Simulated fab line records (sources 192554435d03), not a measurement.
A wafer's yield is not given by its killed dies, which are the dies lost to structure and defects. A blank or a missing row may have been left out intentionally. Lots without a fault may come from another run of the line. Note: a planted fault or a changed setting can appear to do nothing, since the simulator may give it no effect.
fab line records	flow n5Finfet
record lots=7	wafers=21	lastDay=19
route steps=1938 shown BEOL_M8@1357 PASSIVATION@1936
lots that met no fault: taken from a fault-free run of the same line
startH: hours from the record's first day to the start of the lot's first wafer shown	waitH: hours since the lot's step before	" unchanged from the row above	L1.1+2: a row that stands for several wafers	- no value, or no start was given	* or withheld: withheld	< > ~ a bound
route shown NAME@n: names a module that has steps shown in the file, with the first one's number in the route	usual: mean and standard deviation over wafers with no fault	same: alike in all rows	chamber/n: place in a boat	sites: per-site readings	_std_site: standard deviation across them	_edge_site: inner sites' mean taken away from outer sites' mean	radiusMm: how far each site lies from the wafer's centre	mask NAME#n: copy n	behind: the most recent tool/chamber to have shaped the wafer	hold: the reason the lot was held/the length of the hold in hours/how it ended	device: names the non-switching transistor (n, p or np)	end of line: tests of these same wafers at the route's end	step lacking rows: just its recipe	killed: dies that structure and defects cost at the first sort, which is not the same as the wafer's yield	map: the dies of a wafer, with x for killed, . for not killed, _ for no die there
set.NAME: the setting the step ran with; set.NAME@STEP: the setting that earlier step ran with	model.NAME: the simulator's own value behind a step, which no gauge read
certain route steps with their lots: each step a table, each wafer a row
services: a tool's chamber out of use, with start hour (startH, from the record's first day; less than 0 if before it), hours out, and reason
## steps
# step N5_BEOL_M8_COAT_64
# recipe resist=SiARC	tempC=220	timeS=60	spinRpm=1500	resistThkNm=12
# step N5_BEOL_M8_COAT_71
# recipe resist=underlayer	tempC=205	timeS=60	spinRpm=1500	resistThkNm=5
# step N5_BEOL_M8_COAT_22
# recipe resist=CAR-EUV	spinRpm=1500	resistThkNm=30
# step N5_BEOL_M8_EBR_24
# recipe solvent=PGMEA	ebrWidthMm=1.5
# step N5_BEOL_M8_SOFTBAKE_23
# recipe tempC=110	timeS=60	resist=CAR-EUV
# step N5_BEOL_M8_EXPOSE_25
# recipe maskId=V7	na=0.33	sourceShape=annular	sigmaInner=0.4	sigmaOuter=0.8	polarization=unpolarized	targetCdNm=40	doseMj=42.5
# step N5_BEOL_M8_PEB_26
# recipe pebTempC=100	pebTimeS=60	resist=CAR-EUV
# step N5_BEOL_M8_DEVELOP_27
# recipe developTimeS=30	developer=TMAH	resist=CAR-EUV	rinseLiquid=surfactantRinse	dry=airSpin	devTempC=23
# step N5_BEOL_M8_CD_MEAS_28
# recipe targetCdNm=40	landingEnergyEv=500	detector=seInlens
# usual cdNm=40.03/0.24
# same landingEnergyEv=500
lot.wafer	tool	chamber	startH	waitH	cdNm
L488.2	cdSem-01	0	277.91	-	40.22
L488.3	"	0	"	"	39.87
L488.5	"	0	"	"	40.44
L500.1	cdSem-02	0	342.91	-	39.68
L500.2	"	0	"	"	40.61
L500.4	"	0	"	"	40.07
L499.1	cdSem-02	0	349.46	-	40.30
L499.2	"	0	"	"	40.18
L499.5	"	0	"	"	39.84
L501.1	cdSem-01	0	349.54	-	39.48
L501.3	"	0	"	"	39.99
L501.6	"	0	"	"	39.83
L502.1	cdSem-03	0	353.35	-	40.21
L502.3	"	0	"	"	40.31
L502.6	"	0	"	"	40.13
L503.2	cdSem-02	0	357.15	-	40.30
L503.5	"	0	"	"	40.02
L503.6	"	0	"	"	40.66
L491.3	cdSem-03	0	388.03	-	39.94
L491.4	"	0	"	"	40.26
L491.5	"	0	"	"	39.96
# step N5_BEOL_M8_OVL_MEAS_29
# recipe pointsPerWafer=522
# usual V7_OVL=0.5/0.56
lot.wafer	tool	chamber	startH	waitH	V7_OVL[nm]
L488.2	overlay-02	0	277.94	0.0	0.9
L488.3	"	0	"	"	0.7
L488.5	"	0	"	"	0.3
L500.1	overlay-02	0	342.94	0.0	1.5
L500.2	"	0	"	"	0.6
L500.4	"	0	"	"	0.6
L499.1	overlay-02	0	349.49	0.0	2.0
L499.2	"	0	"	"	0.1
L499.5	"	0	"	"	0.7
L501.1	overlay-01	0	349.57	0.0	-0.5
L501.3	"	0	"	"	0.0
L501.6	"	0	"	"	0.2
L502.1	overlay-01	0	353.38	0.0	0.3
L502.3	"	0	"	"	0.0
L502.6	"	0	"	"	-0.1
L503.2	overlay-02	0	357.18	0.0	0.8
L503.5	"	0	"	"	0.4
L503.6	"	0	"	"	0.9
L491.3	overlay-01	0	388.07	0.0	0.4
L491.4	"	0	"	"	-0.3
L491.5	"	0	"	"	0.7
# step N5_BEOL_M8_INSPECT_30
# recipe mode=adi	inspectInstrument=brightfield
# usual rawDefectCount=398/89
lot.wafer	tool	chamber	startH	waitH	rawDefectCount
L488.2	defectInspect-02	-	277.99	0.0	283
L488.3	"	-	"	"	289
L488.5	"	-	"	"	291
L500.1	defectInspect-01	-	343.00	0.1	589
L500.2	"	-	"	"	524
L500.4	"	-	"	"	436
L499.1	defectInspect-02	-	349.54	0.1	329
L499.2	"	-	"	"	364
L499.5	"	-	"	"	279
L501.1	defectInspect-02	-	349.63	0.1	422
L501.3	"	-	"	"	351
L501.6	"	-	"	"	481
L502.1	defectInspect-02	-	353.44	0.1	315
L502.3	"	-	"	"	422
L502.6	"	-	"	"	286
L503.2	defectInspect-02	-	357.23	0.0	545
L503.5	"	-	"	"	494
L503.6	"	-	"	"	331
L491.3	defectInspect-02	-	388.12	0.0	422
L491.4	"	-	"	"	437
L491.5	"	-	"	"	451
# step N5_BEOL_M8_DESCUM_33
# recipe chemistry=O2	timeS=7	sourcePowerW=50	biasPowerW=20	pressureMtorr=20	rfFrequencyHz=2.712e+07	tempC=40	resist=CAR-EUV	o2FlowSccm=225
# usual biasPowerW=20.01/0.065	drypumpMotorCurrentA=5.8/0.44	o2FlowSccm=225.1/0.65	oesProductAu=0.79/0.097	rfVppV=243.3/1	showerheadPlenumPTorr=2.09/0.039	throttleValvePct=20.35/0.2
lot.wafer	tool	chamber	startH	waitH	biasPowerW	drypumpMotorCurrentA	o2FlowSccm	oesProductAu	rfHoursCounterH	rfVppV	showerheadPlenumPTorr	throttleValvePct
L488.2	rieDiel-05	3	278.03	0.0	19.95	5.5	224.7	0.72	204	245.6	2.16	20.37
L488.3	"	2	"	"	19.98	5.7	223.5	0.70	234	244.1	2.07	20.33
L488.5	"	0	"	"	20.02	6.1	225.7	0.72	-	241.4	2.09	20.51
L500.1	rieDiel-05	1	343.29	0.3	19.99	6.3	225.0	0.79	97	243.3	2.03	20.22
L500.2	"	3	"	"	19.96	5.5	225.8	0.70	228	244.8	2.15	20.39
L500.4	"	0	"	"	19.97	6.1	224.8	0.70	-	241.7	2.08	20.54
L499.1	rieDiel-04	3	349.58	0.0	19.98	5.3	224.6	0.91	22	244.1	2.13	20.23
L499.2	"	0	"	"	19.98	6.0	225.5	0.88	30	243.6	2.05	20.05
L499.5	"	2	"	"	20.02	6.3	225.7	0.70	-	244.3	2.06	20.54
L501.1	rieDiel-05	1	349.70	0.1	20.00	6.3	225.9	0.79	100	242.7	2.03	20.24
L501.3	"	0	"	"	20.02	6.1	225.0	0.70	193	244.1	2.08	20.54
L501.6	"	0	"	"	20.01	6.1	224.4	0.69	-	242.9	2.08	20.54
L502.1	rieDiel-05	1	353.47	0.0	20.07	6.3	224.4	0.80	102	241.3	2.03	20.23
L502.3	"	0	"	"	20.03	6.1	224.7	0.71	195	242.1	2.08	20.54
L502.6	"	0	"	"	19.99	6.1	224.7	0.70	-	243.7	2.08	20.56
L503.2	rieDiel-05	3	357.28	0.0	20.03	5.5	225.4	0.69	235	244.1	2.15	20.41
L503.5	"	3	"	"	20.04	5.5	225.5	0.70	-	245.0	2.15	20.39
L503.6	"	2	"	"	20.07	5.7	225.9	1.00	-	242.3	2.06	19.95
L491.3	rieDiel-02	2	388.29	0.2	19.94	4.9	225.7	0.68	238	243.0	2.07	20.79
L491.4	"	3	"	"	20.02	5.8	225.8	0.88	-	243.5	2.12	20.23
L491.5	"	0	"	"	20.10	6.2	225.0	0.77	-	241.3	2.10	20.49
# step N5_BEOL_M8_ETCH_72
# recipe chemistry=N2/H2	target=underlayer	targetDepthA=65	maskMaterial=CAR-EUV	timeS=5.2	ionEnergyEv=200	pressureMtorr=30	sourceW=840	biasW=150	n2FlowSccm=200	h2FlowSccm=200	ends=cleared
# usual drypumpMotorCurrentA=5.8/0.44	etchRfOnTimeS=5.19/0.082	h2FlowSccm=200.0/0.58	oesProductAu=0.67/0.083	rfVppV=523.8/2	showerheadPlenumPTorr=2.54/0.053	throttleValvePct=17.78/0.22
lot.wafer	tool	chamber	startH	waitH	drypumpMotorCurrentA	etchRfOnTimeS	h2FlowSccm	oesProductAu	rfHoursCounterH	rfVppV	showerheadPlenumPTorr	throttleValvePct
L488.2	rieDiel-05	3	278.07	0.0	5.5	5.25	200.3	0.61	204	526.9	2.63	17.84
L488.3	"	2	"	"	5.7	5.15	199.3	0.60	234	522.0	2.51	17.71
L488.5	"	0	"	"	6.1	5.24	199.7	0.61	-	522.9	2.53	17.93
L500.1	rieDiel-05	1	343.33	0.0	6.3	5.18	200.2	0.68	97	523.4	2.46	17.51
L500.2	"	3	"	"	5.5	5.30	199.0	0.59	228	526.5	2.62	17.88
L500.4	"	0	"	"	6.1	5.21	198.6	0.60	-	523.0	2.52	17.95
L499.1	rieDiel-04	3	349.61	0.0	5.4	5.16	201.1	0.78	22	524.3	2.59	17.75
L499.2	"	0	"	"	6.0	5.17	199.8	0.75	30	521.5	2.49	17.53
L499.5	"	2	"	"	6.2	5.23	200.7	0.59	-	520.7	2.50	17.91
L501.1	rieDiel-05	1	349.73	0.0	6.3	5.34	179.7	0.65	100	521.7	2.40	17.04
L501.3	"	0	"	"	6.1	5.38	180.6	0.59	193	523.3	2.46	17.43
L501.6	"	0	"	"	6.1	5.34	181.1	0.59	-	524.0	2.46	17.41
L502.1	rieDiel-05	1	353.51	0.0	6.3	5.32	179.8	0.66	102	520.7	2.39	17.01
L502.3	"	0	"	"	6.1	5.34	179.4	0.59	195	524.8	2.46	17.43
L502.6	"	0	"	"	6.1	5.36	180.0	0.59	-	521.8	2.46	17.43
L503.2	rieDiel-05	3	357.31	0.0	5.5	5.44	180.2	0.58	235	526.4	2.55	17.40
L503.5	"	3	"	"	5.5	5.44	181.0	0.58	-	523.9	2.55	17.37
L503.6	"	2	"	"	5.7	5.24	180.5	0.83	-	521.8	2.44	16.78
L491.3	rieDiel-02	2	388.32	0.0	4.9	5.19	199.6	0.58	238	523.6	2.50	18.28
L491.4	"	3	"	"	5.8	5.17	200.6	0.75	-	525.9	2.59	17.78
L491.5	"	0	"	"	6.2	5.28	199.7	0.65	-	523.3	2.54	17.84
# step N5_BEOL_M8_ETCH_65
# recipe chemistry=CF4	target=SiARC	targetDepthA=156	maskMaterial=CAR-EUV	timeS=26	ionEnergyEv=80	pressureMtorr=40	sourceW=545	biasW=36	Ar_flow_sccm=100	cf4FlowSccm=100	ends=cleared
# usual drypumpMotorCurrentA=5.8/0.44	etchRfOnTimeS=25.9/0.38	oesProductAu=0.68/0.083	rfVppV=184.1/0.97	showerheadPlenumPTorr=2.14/0.041	throttleValvePct=15.56/0.22
lot.wafer	tool	chamber	startH	waitH	drypumpMotorCurrentA	etchRfOnTimeS	oesProductAu	rfHoursCounterH	rfVppV	showerheadPlenumPTorr	throttleValvePct
L488.2	rieDiel-05	3	278.08	0.0	5.5	26.5	0.60	204	184.3	2.21	15.66
L488.3	"	2	"	"	5.7	26.0	0.60	234	184.4	2.11	15.55
L488.5	"	0	"	"	6.1	26.2	0.61	-	184.1	2.14	15.71
L500.1	rieDiel-05	1	343.35	0.0	6.3	25.5	0.68	97	183.6	2.08	15.42
L500.2	"	3	"	"	5.4	26.1	0.59	228	184.4	2.20	15.71
L500.4	"	0	"	"	6.1	25.7	0.60	-	184.3	2.13	15.76
L499.1	rieDiel-04	3	349.63	0.0	5.4	25.5	0.78	22	185.7	2.19	15.46
L499.2	"	0	"	"	6.0	25.4	0.75	30	182.4	2.10	15.20
L499.5	"	2	"	"	6.3	25.9	0.60	-	185.0	2.11	15.74
L501.1	rieDiel-05	1	349.75	0.0	6.3	25.8	0.68	100	185.2	2.08	15.43
L501.3	"	0	"	"	6.1	25.7	0.60	193	183.8	2.13	15.76
L501.6	"	0	"	"	6.1	25.8	0.60	-	185.0	2.13	15.76
L502.1	rieDiel-05	1	353.52	0.0	6.3	26.2	0.67	102	185.2	2.08	15.42
L502.3	"	0	"	"	6.2	26.3	0.59	195	182.2	2.13	15.76
L502.6	"	0	"	"	6.1	26.1	0.59	-	183.2	2.13	15.75
L503.2	rieDiel-05	3	357.33	0.0	5.5	26.5	0.59	235	185.1	2.20	15.73
L503.5	"	3	"	"	5.5	26.6	0.58	-	183.5	2.20	15.72
L503.6	"	2	"	"	5.7	25.6	0.84	-	184.4	2.11	15.09
L491.3	rieDiel-02	2	388.34	0.0	4.9	26.2	0.59	238	184.3	2.11	15.99
L491.4	"	3	"	"	5.8	25.8	0.74	-	186.0	2.17	15.42
L491.5	"	0	"	"	6.2	26.2	0.65	-	185.0	2.14	15.64
# step N5_PASSIVATION_PROBE_49
# usual defectLimitedYield=90.8/1.7	killed_at_M0_to_M3=37/12	killed_at_M4_up=15/5.6	killedAtContacts=13/6.9	killedAtFrontEnd=40/11	killedAtOther=4/3.2	killedDies=109/20	killedOpen=73/15	killedShort=35/8.3	sort_bin_5_function=5.4/1.1	sort_bin_6_memory=3.5/0.73	sortNPass=1071/20	sortYieldPct=90.8/1.7
# same grossDies=1180	killedAtBackSide=0	sort_bin_4_leakage[%]=0	sort_bin_8_speed[%]=0
lot.wafer	tool	chamber	startH	waitH	defectLimitedYield[%]	killed_at_M0_to_M3	killed_at_M4_up	killedAtContacts	killedAtFrontEnd	killedAtOther	killedDies	killedOpen	killedShort	sort_bin_5_function[%]	sort_bin_6_memory[%]	sortNPass	sortYieldPct[%]
L488.2	prober-01	-	346.89	0.1	92.9	26	15	5	31	7	84	48	33	4.5	2.1	1096	92.9
L488.3	prober-01	-	346.94	0.1	90.8	38	11	11	41	7	108	62	46	5.5	3.5	1072	90.8
L488.5	prober-01	-	347.04	0.2	92.3	30	16	6	35	4	91	51	40	4.3	3.1	1089	92.3
L502.1	prober-01	-	425.88	0.0	90.7	38	16	21	35	0	110	64	45	5.3	3.3	1070	90.7
L502.6	prober-01	-	426.13	0.3	89.9	42	10	26	28	13	119	77	40	5.9	3.8	1061	89.9
# killed by level:class
L488.2 BEOL_M0_SAQP:geometricParticle:short=10 STI_FIN_REVEAL:geometricParticle:open=8 FIN_SAQP:geometricParticle:short=5 BEOL_M2:geometricParticle:open=5 MIM_TOP:geometricParticle:open=4 BEOL_M0_SAQP:geometricParticle:open=4 BEOL_M4:geometricParticle:open=4 GATE_CUT:geometricParticle:short=3
L488.3 MOL_CONTACT_COAG:geometricParticle:open=10 BEOL_M0_SAQP:geometricParticle:open=10 STI_FIN_REVEAL:geometricParticle:open=9 GATE_CUT:geometricParticle:short=9 FIN_SAQP:geometricParticle:open=6 BEOL_M2:geometricParticle:short=6 BEOL_M3:geometricParticle:short=6 BEOL_M4:geometricParticle:open=5
L488.5 STI_FIN_REVEAL:geometricParticle:open=12 BEOL_M4:geometricParticle:open=9 BEOL_M2:geometricParticle:open=7 BEOL_M0:geometricParticle:short=6 MOL_CONTACT_COAG:geometricParticle:short=5 BEOL_M0_SAQP:geometricParticle:short=5 STARTING-WAFER:geometricParticle:short=5 STI_FIN_REVEAL:geometricParticle:short=4
L502.1 MOL_CONTACT_COAG:geometricParticle:open=16 BEOL_M1:geometricParticle:open=8 BEOL_M2:geometricParticle:short=8 BEOL_M0_SAQP:geometricParticle:short=7 STARTING-WAFER:geometricParticle:short=7 STI_FIN_REVEAL:geometricParticle:open=6 BEOL_M3:geometricParticle:open=6 FIN_SAQP:geometricParticle:short=5
L502.6 MOL_CONTACT_COAG:geometricParticle:open=18 BEOL_M2:geometricParticle:open=17 FIN_SAQP:geometricParticle:short=9 MOL_CONTACT_COAG:geometricParticle:short=8 FIN_SAQP:geometricParticle:open=6 BEOL_M2:geometricParticle:short=6 BEOL_M0_SAQP:geometricParticle:short=5 BEOL_M3:geometricParticle:open=5
## services
tool	chamber	startH	hours	kind
rieDiel-04	2	263.68	2.8	repair
rieDiel-04	3	271.32	-	clean
rieDiel-04	3	271.32	-	consumableReplace:focusRing
rieDiel-04	3	271.32	13.8	scheduledDown
rieDiel-04	3	271.32	13.8	ventCycle
rieDiel-04	-	278.67	4.3	pm
rieDiel-04	1	290.93	-	clean
rieDiel-04	1	290.93	-	consumableReplace:focusRing
rieDiel-04	1	290.93	23.5	scheduledDown
rieDiel-04	1	290.93	23.5	ventCycle
rieDiel-05	1	302.74	4.3	repair
rieDiel-02	2	303.28	3.9	repair
rieDiel-05	2	328.20	-	clean
rieDiel-05	2	328.20	-	consumableReplace:focusRing
rieDiel-05	2	328.20	26.1	scheduledDown
rieDiel-05	2	328.20	26.1	ventCycle
rieDiel-04	2	360.94	-	clean
rieDiel-04	2	360.94	-	consumableReplace:focusRing
rieDiel-04	2	360.94	16.2	scheduledDown
rieDiel-04	2	360.94	16.2	ventCycle
rieDiel-02	2	364.20	19.8	repair
rieDiel-02	1	387.70	4.1	repair
## key
firstSign step=N5_BEOL_M8_ETCH_72	reading=h2FlowSccm	direction=down	sigmas=34	usual=200.0	struck=180.2
effect step=N5_BEOL_M8_ETCH_72	reading=throttleValvePct	direction=down	sigmas=2.4	usual=*	struck=*
metAt N5_BEOL_M8_ETCH_72
struckWafers L501.1,L501.3,L501.6,L502.1,L502.3,L502.6,L503.2,L503.5,L503.6
onsetBetween 343.33 349.73
fault kind=processParameterDrift	tool=rieDiel-05	chamber=-	onsetH=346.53	steps=N5_BEOL_M8_ETCH_72	channel=h2FlowSccm	offset=-20	shape=step	endH=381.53	actsIn=theseRecipesOnly	stated=200
